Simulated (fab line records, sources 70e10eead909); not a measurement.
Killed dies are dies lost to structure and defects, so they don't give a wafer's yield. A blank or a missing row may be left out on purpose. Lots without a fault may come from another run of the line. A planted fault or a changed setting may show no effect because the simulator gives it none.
Chamber matching | flow nand_harc | NHARC_A_STAIRCASE_TRIM_187 on rie_diel-13: 4 sister chambers
The step chemistry O2, time 211.2 s. 8 wafers are shown with their chamber, then 7 later ones without.

WAFERS WITH THEIR CHAMBER
wafer  | chamber | showerhead_plenum_p_Torr (Torr) | drypump_motor_current_A (A)
L080.2 | 3       | 3.31                            | 5.6
L079.2 | 0       | 3.61                            | 6.3
L082.4 | 2       | 3.51                            | 6.5
L082.5 | 3       | 3.30                            | 5.6
L084.5 | 0       | 3.60                            | 6.4
L084.6 | 1       | 3.79                            | 6.4
L085.2 | 1       | 3.79                            | 6.4
L085.3 | 2       | 3.50                            | 6.5

WAFERS WITHOUT THEIR CHAMBER
wafer  | showerhead_plenum_p_Torr (Torr) | drypump_motor_current_A (A)
L085.5 | 3.29                            | 5.6
L092.1 | 3.80                            | 5.6
L092.3 | 3.78                            | 6.4
L092.5 | 3.80                            | 5.6
L097.2 | 3.80                            | 5.6
L097.3 | 3.77                            | 6.5
L097.4 | 3.48                            | 6.5

WHICH CHAMBER EACH WENT THROUGH
wafer  | from the rows above | in truth
L085.5 | 3                   | 3
L092.1 | 1                   | 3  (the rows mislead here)
L092.3 | 1                   | 1
L092.5 | 1                   | 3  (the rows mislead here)
L097.2 | 1                   | 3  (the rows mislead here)
L097.3 | 1                   | 1
L097.4 | 2                   | 2
Placed correctly: 4 of 7. Can't be placed from these rows: 0. Placed wrongly: 3.
How it was worked out, from the rows above alone: a wafer's distance from a chamber is the root of the sum, over the readings, of the square of ((its reading less the chamber's mean) divided by the reading's scatter). The wafer belongs to the nearest chamber; if the next one is less than 2 further off, it can't be placed. A chamber's mean is the mean of its shown wafers. The scatter: the root of (the sum of the squares of (reading less its chamber's mean) over the shown wafers, divided by (wafers less chambers)).
